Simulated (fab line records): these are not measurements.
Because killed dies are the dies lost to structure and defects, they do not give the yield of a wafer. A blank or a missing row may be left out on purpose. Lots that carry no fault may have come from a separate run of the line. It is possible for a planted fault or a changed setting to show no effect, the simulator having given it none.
Chamber matching	flow n5Finfet	rieDiel-04 running N5_BEOL_M9_DESCUM_33: 4 sister chambers
The step chemistry O2, time 7 s. 8 wafers are shown with their chamber, then 8 later ones without.

== WAFERS WITH THEIR CHAMBER ==
wafer	chamber	showerheadPlenumPTorr (Torr)	throttleValvePct (%)
L085.2	0	1.96	20.04
L085.3	3	1.94	20.29
L085.5	1	2.17	20.39
L085.6	2	2.12	20.28
L089.2	3	1.93	20.30
L089.4	2	2.12	20.28
L089.5	0	1.96	20.04
L088.3	1	2.17	20.43

== WAFERS WITH NO CHAMBER GIVEN ==
wafer	showerheadPlenumPTorr (Torr)	throttleValvePct (%)
L088.4	2.12	20.32
L088.5	2.17	20.40
L090.1	2.12	20.31
L090.2	2.17	20.43
L090.3	1.93	20.29
L091.1	2.17	20.44
L091.5	1.93	20.31
L091.6	2.12	20.31

== WHICH CHAMBER EACH WENT THROUGH ==
wafer	from the rows above	in truth
L088.4	2	2
L088.5	1	1
L090.1	2	2
L090.2	1	1
L090.3	3	3
L091.1	1	1
L091.5	3	3
L091.6	2	2
Correct placement for 8 of the 8. Left unplaced by these rows: 0. Wrongly placed: 0.
How it was worked out, from the rows above alone: a wafer's distance from a chamber is the root of the sum, over the readings, of the square of ((its reading less the chamber's mean) divided by the reading's scatter). The wafer belongs to the nearest chamber; if the next one is less than 2 further off, it can't be placed. A chamber's mean is the mean of its shown wafers. The scatter is the square root of a quotient: the sum, over the shown wafers, of each reading's squared deviation from its chamber's mean, divided by wafers minus chambers.
